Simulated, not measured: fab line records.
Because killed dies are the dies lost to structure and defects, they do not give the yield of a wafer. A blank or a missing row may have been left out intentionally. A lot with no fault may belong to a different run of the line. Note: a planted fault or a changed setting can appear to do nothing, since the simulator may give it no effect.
Chamber matching    flow n5_finfet    N5_BEOL_M15_STRIP_36 on rie_diel-02: 4 sister chambers
The step strips in O2. 18 wafers are shown with their chamber, then 9 later ones without.

== EACH WAFER AND ITS CHAMBER ==
wafer   chamber  drypump_motor_current_A (A)  showerhead_plenum_p_Torr (Torr)  throttle_valve_pct (%)
L075.3  1        6.0                          2.26                             16.23
L075.5  1        6.0                          2.26                             16.25
L075.6  2        5.5                          2.16                             17.02
L077.2  0        5.8                          2.22                             16.46
L077.4  3        5.9                          2.15                             16.56
L077.6  0        5.8                          2.22                             16.46
L080.2  1        6.0                          2.25                             16.23
L080.4  2        5.5                          2.16                             16.58
L080.6  3        5.9                          2.14                             16.60
L083.3  2        5.5                          2.16                             16.62
L083.4  1        6.0                          2.25                             16.27
L083.5  2        5.5                          2.16                             16.60
L084.2  1        6.0                          2.25                             16.27
L084.4  0        5.8                          2.22                             16.51
L084.6  3        5.8                          2.14                             16.61
L085.1  0        5.8                          2.21                             16.47
L085.2  3        5.9                          2.14                             16.64
L085.6  1        6.0                          2.25                             16.29

SIGNATURES, as means of the wafers listed above
reading                   chamber 0  chamber 1  chamber 2  chamber 3  scatter within a chamber
drypump_motor_current_A   5.800      6.000      5.500      5.875      0.0231
showerhead_plenum_p_Torr  2.2175     2.2533     2.1600     2.1425     0.0045
throttle_valve_pct        16.4750    16.2567    16.7050    16.6025    0.1
Rule: for a wafer and a chamber, the distance is found by dividing, reading by reading, the gap between the wafer's reading and the chamber's mean by the reading's scatter, squaring, summing and taking the root. If the next closest chamber is less than 2 further off than the closest, the wafer can't be placed; otherwise it belongs to the closest. The scatter: the root of (the sum of the squares of (reading less its chamber's mean) over the shown wafers, divided by (wafers less chambers)).

== WAFERS MISSING THEIR CHAMBER ==
wafer   drypump_motor_current_A (A)  showerhead_plenum_p_Torr (Torr)  throttle_valve_pct (%)
L091.2  6.0                          2.25                             16.31
L091.3  5.8                          2.21                             16.52
L091.6  5.8                          2.21                             16.49
L090.2  5.5                          2.15                             16.62
L090.3  5.8                          2.21                             16.52
L090.6  5.5                          2.15                             16.61
L094.1  5.8                          2.21                             16.54
L094.5  5.9                          2.13                             16.65
L094.6  5.5                          2.15                             16.62

== WHICH CHAMBER EACH ONE RAN IN ==
wafer   from the rows above  in truth
L091.2  1                    1
L091.3  0                    0
L091.6  0                    0
L090.2  2                    2
L090.3  0                    0
L090.6  2                    2
L094.1  0                    0
L094.5  3                    3
L094.6  2                    2
Correct placement for 9 of the 9. Number that these rows cannot place: 0. Placed wrongly: 0.
